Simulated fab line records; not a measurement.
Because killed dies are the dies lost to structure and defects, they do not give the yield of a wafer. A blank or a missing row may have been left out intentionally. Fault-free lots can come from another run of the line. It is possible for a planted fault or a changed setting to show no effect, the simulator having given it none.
Matching of chambers    flow n5-finfet    3 sister chambers for N5_BEOL_M5_CURE_79 on uv-cure-01
The step cures SiCOH lowk, time 240 s. 3 wafers are shown with their chamber, then 7 later ones without.

## WAFERS WITH THEIR CHAMBER
wafer   chamber  wafer_temp_C_max
L079.4  2        387.2
L084.4  0        387.2
L093.3  1        387.4

## WAFERS MISSING THEIR CHAMBER
wafer   wafer_temp_C_max
L093.4  387.7
L095.2  387.3
L095.3  387.5
L095.5  387.3
L096.1  387.7
L096.2  388.8
L096.3  387.5

## THE CHAMBER EACH PASSED THROUGH
wafer   from the rows above           in truth
L093.4  can't be placed: 1 or 0 or 2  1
L095.2  can't be placed: 1 or 0 or 2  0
L095.3  can't be placed: 1 or 0 or 2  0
L095.5  can't be placed: 1 or 0 or 2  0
L096.1  can't be placed: 1 or 0 or 2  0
L096.2  can't be placed: 1 or 0 or 2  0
L096.3  can't be placed: 1 or 0 or 2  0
Correctly placed: 0 of 7. Unplaceable from these rows: 7, with the true chamber sitting among the candidates in 7. 0 placed wrongly.
How it was worked out, from the rows above alone: a wafer's distance from a chamber is the root of the sum, over the readings, of the square of ((its reading less the chamber's mean) divided by the reading's scatter). If the next closest chamber is less than 2 further off than the closest, the wafer can't be placed; otherwise it belongs to the closest. A chamber's mean is the mean of its shown wafers. The scatter (one wafer shown for each chamber): square how far every hidden wafer sits from the nearest shown wafer, average those squares and take the square root.
